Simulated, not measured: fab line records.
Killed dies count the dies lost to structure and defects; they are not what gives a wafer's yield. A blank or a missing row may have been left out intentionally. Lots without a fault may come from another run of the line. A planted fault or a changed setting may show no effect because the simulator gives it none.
8D (eight disciplines) problem report, filled in by code + flow nand harc + the parts of the form that need people (team, actions taken, sign-off) are left out

1. WHAT WENT WRONG
Wafers without a fault read 29.4 s, standard deviation 2.7; time to endpoint s at NHARC_P_M2_CMP_23 reads a mean of 50.0 s on 2 wafers belonging to 2 lots. Relative to the usual mean, that is a shift of +7.6 standard deviations.
The step: polishes, t overpolish 20 s, target thk 144.3 nm.
The first sign was on wafer L298.6 at day 10 23:43, on cmp-04. Wafers with a number at this step in the record: 33, from 11 lots. Rule for "out", or "out of limits": more than 4 standard deviations from the usual mean. All remaining wafers that have a number are taken as sound.

2. WHAT IT IS AND WHAT IT IS NOT
| question                    | is                 | is not                                                              |
|-----------------------------|--------------------|---------------------------------------------------------------------|
| which readings at this step | time to endpoint s | motor current A, retaining ring pressure frac                       |
| which lots                  | L297, L298         | L279, L281, L282, L283, L284, L286, L287, L289, L291                |
| which wafers of those lots  | L297.4, L298.6     | L297.1, L297.3, L298.4, L298.5                                      |
| read on which tools         | cmp-03, cmp-04     | cmp-02                                                              |
| when                        | from day 10 23:43  | up to then (29 sound wafers); but 2 sound wafers of L297 came after |

3. THE SUSPECTS, EACH WITH WHAT RULES IT OUT
Counting: if a tool at a process step up to the reading ran every lot that is out, it stays a suspect. Sound lots after the first of them don't rule it out here, since some wafers of a struck lot are sound.
- rie diel-03 at NHARC_P_M2_ETCH_28 (etches the open film in CF4/N2, target depth 30 nm, time 72.99 s): kept. Every lot that is out went through it, the first being L298 (day 10 23:00); the last sound lot it ran before that was L289 (day 9 14:08). With no start given for some of its lots, NHARC_P_M2_ETCH_28 uses the hours and lot order of NHARC_P_M2_ECD_22.
- ecd cu-01 at NHARC_P_M2_ECD_22 (material Cu, target thk 400 nm): kept. Every lot that is out went through it, the first being L298 (day 10 23:00); the last sound lot it ran before that was L291 (day 9 13:50).
Left after counting: rie diel-03 at NHARC_P_M2_ETCH_28, ecd cu-01 at NHARC_P_M2_ECD_22.

4. THE CAUSE (what the simulator had put in)
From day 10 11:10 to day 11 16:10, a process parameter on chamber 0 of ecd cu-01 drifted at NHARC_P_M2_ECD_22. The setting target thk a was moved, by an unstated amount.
After counting, 2 suspects remain, this tool included.

5. THE CHAIN OF EFFECTS, in route order
Rows list readings where the struck wafers' mean (over those with a number) sits beyond 3 standard deviations from the usual. Scope: only readings with a usual standard deviation given in the record; hours: median across lots of the time from each lot's start at the first step in this table that gives one to its start at this step; sigmas: change in usual standard deviations.
| hours | step              | reading            | usual  | on struck wafers | change | sigmas |
|-------|-------------------|--------------------|--------|------------------|--------|--------|
| 0     | NHARC_P_M2_CMP_23 | time to endpoint s | 29.4 s | 50.0             | +20.6  | +7.6   |
It contains these process steps:
- NHARC_P_M2_CMP_23: polishes, t overpolish 20 s, target thk 144.3 nm.
Later measuring or inspecting steps at which every struck wafer that the step has a row for has a number for every such reading, and none has moved that far: NHARC_P_BONDPAD_THK_MEAS_33.

6. HOW IT WOULD HAVE BEEN CAUGHT EARLIER
13 hours passed between the start of the fault at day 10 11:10 and the first reading out of limits in this record, taken at day 10 23:43.
L297, from the lots that are out (2), started NHARC_P_M2_ECD_22 on ecd cu-01 later than day 10 23:43. Putting the tool on hold at that point would have spared it.
